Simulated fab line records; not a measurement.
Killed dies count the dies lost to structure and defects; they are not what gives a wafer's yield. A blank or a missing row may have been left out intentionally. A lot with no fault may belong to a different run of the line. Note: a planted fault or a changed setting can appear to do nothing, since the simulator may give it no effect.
Split-lot trial | flow n5 finfet | route with 1938 steps; 7 lots, 21 wafers read

## ON THE SPLIT
At N5_BEOL_M14_SPUTTER_43 (material TaN, target thk 15 nm, time 24.19 s), the setting power w was moved away from the recipe's 15000 W on 9 of the 21 wafers read, by -13.0% to +16.1%. This setting was run at the recipe's value on the other wafers.

The split's own step is where the reading is taken.

## THE READING
TaN_of_BEOL_M14_SPUTTER_43.thk nm (the simulator's own value, which no gauge read), in nm, at N5_BEOL_M14_SPUTTER_43 (material TaN, target thk 15 nm, time 24.19 s). The file gives no usual value for it. The 12 wafers here that ran the recipe average 15.0 nm, standard deviation 0.18 nm.

wafer  | tool, chamber at the split | power w as run, W | against the recipe | TaN_of_BEOL_M14_SPUTTER_43.thk nm, nm | against lot-mates on the recipe
L075.3 | pvd sputter-03, -          | 17410             | +16.1%             | 17.4                                  | +2.4
L075.4 | pvd sputter-03, -          | 17410             | +16.1%             | 17.4                                  | +2.4
L075.5 | pvd sputter-03, -          | 15000             | recipe             | 15                                    | -
L076.1 | pvd sputter-01, -          | 15000             | recipe             | 15.4                                  | -
L076.4 | pvd sputter-01, -          | 15000             | recipe             | 15.2                                  | -
L076.6 | pvd sputter-01, -          | 15000             | recipe             | 15.2                                  | -
L077.2 | pvd sputter-02, -          | 16080             | +7.2%              | 16                                    | +1.1
L077.3 | pvd sputter-02, -          | 15000             | recipe             | 14.8                                  | -
L077.6 | pvd sputter-02, -          | 15000             | recipe             | 15                                    | -
L078.1 | pvd sputter-02, -          | 15000             | recipe             | 15.2                                  | -
L078.3 | pvd sputter-02, -          | 15000             | recipe             | 14.8                                  | -
L078.5 | pvd sputter-02, -          | 15000             | recipe             | 15                                    | -
L082.1 | pvd sputter-01, -          | 15000             | recipe             | 14.8                                  | -
L082.3 | pvd sputter-01, -          | 13050             | -13.0%             | 13                                    | -1.8
L082.5 | pvd sputter-01, -          | 13050             | -13.0%             | 13.2                                  | -1.6
L089.2 | pvd sputter-02, -          | 13450             | -10.3%             | 13.6                                  | -1.6
L089.6 | pvd sputter-02, -          | 13450             | -10.3%             | 13.6                                  | -1.6
L089.4 | pvd sputter-02, -          | 15000             | recipe             | 15.2                                  | -
L090.2 | pvd sputter-01, -          | 15960             | +6.4%              | 16                                    | +1.0
L090.5 | pvd sputter-01, -          | 15960             | +6.4%              | 16                                    | +1.0
L090.6 | pvd sputter-01, -          | 15000             | recipe             | 15                                    | -

THE FIT
A straight line over all 21 wafers: TaN_of_BEOL_M14_SPUTTER_43.thk nm changes by +0.146 nm for each +1% of power w; r = +0.99; the points scatter about the line by 0.15 nm.
The same after taking each lot's own level away (the mean of its wafers on the recipe; 21 wafers): +0.146 nm for each +1%; r = +1.00; scatter 0.11 nm.
Per that fit: largest power w move, reading shift of 2.3 nm.
The span of the lots' own levels, 14.80 to 15.27 nm, comes to 2.5 times the standard deviation stated above.
Consequently the slope shifts little with the lot-to-lot level, the two slopes agreeing.
Check: +2.35 nm against its lot-mates is what the line predicts for one of the wafers moved furthest among these (+16.1%) when that wafer is left out of the fit. Against them it came out at +2.4 nm.

## ADDITIONAL SPLITS CARRIED BY THESE WAFERS
Note: prior to the reading, these wafers also went through further splits. Each is held against what the fit with the lots' levels taken away leaves over:
other split on the same wafers    | wafers away from the commonest value | r with TaN_of_BEOL_M14_SPUTTER_43.thk nm (lot level and that fit taken away)
N5_BEOL_M13_EXPOSE_25 dose mj     | 7                                    | -0.13
N5_BEOL_M13_ETCH_67 bias w        | 8                                    | -0.04
N5_BEOL_M14_TRENCH_ETCH_34 time s | 9                                    | +0.10

## FILE'S OWN FIT
TaN_of_BEOL_M14_SPUTTER_43.thk nm changes by +0.146 nm for each +1% of power w, r = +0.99.
